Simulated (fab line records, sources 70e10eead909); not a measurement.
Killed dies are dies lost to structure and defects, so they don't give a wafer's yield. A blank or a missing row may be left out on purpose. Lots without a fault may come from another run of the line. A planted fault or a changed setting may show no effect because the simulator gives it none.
Chamber matching | flow nand_harc | NHARC_P_M0_DEP_32 on pecvd-02: 3 sister chambers
The step deposits SiCN, target thk 30 nm. 16 wafers are shown with their chamber, then 8 later ones without.

WAFERS WITH THEIR CHAMBER
wafer  | chamber | heater_power_w (W) | susceptor_temp_C (C)
L077.1 | 0       | 490                | 370.13
L077.4 | 0       | 487                | 369.96
L077.6 | 2       | 584                | 370.17
L078.2 | 1       | 676                | 370.28
L078.5 | 0       | 491                | 369.86
L078.6 | 2       | 567                | 370.03
L090.1 | 1       | 577                | 370.22
L090.2 | 0       | 502                | 369.85
L090.6 | 0       | 524                | 370.20
L089.4 | 2       | 617                | 369.98
L089.5 | 1       | 606                | 369.83
L089.6 | 0       | 523                | 370.43
L094.1 | 2       | 601                | 369.80
L094.2 | 1       | 628                | 370.17
L094.4 | 2       | 600                | 370.11
L093.2 | 2       | 609                | 369.83

SIGNATURES (means of the wafers above)
reading          | chamber 0 | chamber 1 | chamber 2 | scatter within a chamber
heater_power_w   | 502.83    | 621.75    | 596.33    | 25.2
susceptor_temp_C | 370.0717  | 370.1250  | 369.9867  | 0.194
Rule: a wafer's distance from a chamber is the root of the sum, over the readings, of the square of ((its reading less the chamber's mean) divided by the reading's scatter). The wafer belongs to the nearest chamber; if the next one is less than 2 further off, it can't be placed. The scatter: the root of (the sum of the squares of (reading less its chamber's mean) over the shown wafers, divided by (wafers less chambers)).

WAFERS WITHOUT THEIR CHAMBER
wafer  | heater_power_w (W) | susceptor_temp_C (C)
L093.5 | 609                | 369.93
L093.6 | 624                | 370.07
L095.2 | 583                | 369.86
L095.3 | 615                | 370.21
L095.4 | 618                | 370.16
L097.4 | 609                | 370.04
L097.5 | 558                | 369.57
L097.6 | 592                | 369.67

WHICH CHAMBER EACH WENT THROUGH
wafer  | from the rows above          | in truth
L093.5 | can't be placed: 2 or 1      | 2
L093.6 | can't be placed: 1 or 2      | 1
L095.2 | can't be placed: 2 or 1      | 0
L095.3 | can't be placed: 1 or 2      | 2
L095.4 | can't be placed: 1 or 2      | 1
L097.4 | can't be placed: 2 or 1      | 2
L097.5 | can't be placed: 2 or 0 or 1 | 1
L097.6 | can't be placed: 2 or 1      | 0
Placed correctly: 0 of 8. Can't be placed from these rows: 8 (the true chamber is among the candidates in 6). Placed wrongly: 0.
